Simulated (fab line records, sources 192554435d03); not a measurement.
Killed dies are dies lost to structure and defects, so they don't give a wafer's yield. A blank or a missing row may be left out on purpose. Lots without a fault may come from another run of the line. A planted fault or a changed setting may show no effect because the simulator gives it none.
One fault seen from 2 desks | flow n5_finfet | each desk has only its own numbers; what lay behind them comes last

THE METROLOGY DESK
What the gauges read, lot by lot, whatever tool the lot ran on: means of the sampled wafers that have a number. A lot is out of limits, marked OUT, if its mean lies more than 4 standard deviations from the usual mean; the brackets give that distance. Of its 11 readings 7 are shown: those that lie furthest out on some lot.
Columns: A = DIBL_P at N5_BEOL_M4_RC_MEAS_101, usual 36.5 mV/V; B = IOFF_N at N5_BEOL_M4_RC_MEAS_101, usual 0.16 nA/um; C = IOFF_P at N5_BEOL_M4_RC_MEAS_101, usual 0.21 nA/um; D = SS_N at N5_BEOL_M4_RC_MEAS_101, usual 71.6 mV/dec; E = SS_P at N5_BEOL_M4_RC_MEAS_101, usual 73.4 mV/dec; F = VT_N at N5_BEOL_M4_RC_MEAS_101, usual 250 mV; G = VT_P at N5_BEOL_M4_RC_MEAS_101, usual -250.5 mV
lot  | first seen here | A    | B    | C    | D    | E    | F   | G
L253 | day 5 22:38     | 35.9 | 0.16 | 0.20 | 71.5 | 73.6 | 249 | -252.0
L258 | day 7 09:50     | 34.5 | 0.14 | 0.17 | 70.7 | 73.2 | 250 | -253.7
L262 | day 8 08:53     | 37.4 | 0.21 | 0.26 | 72.3 | 74.4 | 245 | -248.0
L261 | day 8 11:16     | 36.6 | 0.16 | 0.22 | 71.1 | 73.5 | 250 | -247.3
L263 | day 8 12:55     | 37.1 | 0.18 | 0.22 | 72.6 | 73.3 | 249 | -249.4
L265 | day 9 04:44     | 37.5 | 0.15 | 0.19 | 71.5 | 73.7 | 252 | -254.2
L266 | day 9 05:16     | 36.3 | 0.16 | 0.21 | 71.8 | 73.2 | 251 | -249.5
L269 | day 9 22:56     | 36.7 | 0.17 | 0.21 | 71.5 | 73.1 | 248 | -251.4
L272 | day 10 17:56    | 40.0 | 0.22 | 0.27 | 72.1 | 74.1 | 246 | -245.0
This desk's finding: nothing out of limits on any of the 9 lots.

THE TOOL OWNER'S DESK: rie_si-01
The tool's own readings at N5_BEOL_M0_SAQP_MANDREL_ETCH_103 (etches a-Si in HBr/Cl2, stops on SiCN, target depth 45 nm, bt time 10 s, time 27 s): means of the sampled wafers that have a number, for each lot that ran on this tool. A lot is out of limits, marked OUT, if its mean lies more than 4 standard deviations from the usual mean; the brackets give that distance.
Columns: A = drypump_motor_current_A at N5_BEOL_M0_SAQP_MANDREL_ETCH_103, usual 5.7 A; B = oes_product_au at N5_BEOL_M0_SAQP_MANDREL_ETCH_103, usual 0.680 a.u.; C = throttle_valve_pct at N5_BEOL_M0_SAQP_MANDREL_ETCH_103, usual 35.4 %
lot  | first seen here | A   | B               | C
L253 | day 6 12:25     | 6.0 | 0.677           | 35.4
L258 | day 7 20:02     | 5.9 | 0.544 (-12) OUT | 35.6
L261 | day 8 19:57     | 6.0 | 0.546 (-12) OUT | 35.7
L272 | day 11 05:07    | 6.0 | 0.667           | 35.3
This desk's finding: out of limits on L258, L261; first on L258, day 7 20:02 (oes_product_au at N5_BEOL_M0_SAQP_MANDREL_ETCH_103). In limits: L253, L272.

PUT TOGETHER
The tool owner's desk could have raised an alarm at day 7 20:02, on L258, L261.
The metrology desk saw nothing out of limits.
The metrology desk has L258, L261 on record, within its limits.
Of the lots named, all ran N5_BEOL_M0_SAQP_MANDREL_ETCH_103 on rie_si-01.

WHAT THE SIMULATOR HAD PUT IN
Process parameter drift: rie_si-01, from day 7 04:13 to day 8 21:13, at N5_BEOL_M0_SAQP_MANDREL_ETCH_103. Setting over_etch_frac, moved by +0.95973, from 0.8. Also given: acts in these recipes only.
Lots struck among those shown: L258, L261.
Hours from the fault's start to each desk's first reading out of limits: the tool owner's desk, 16.
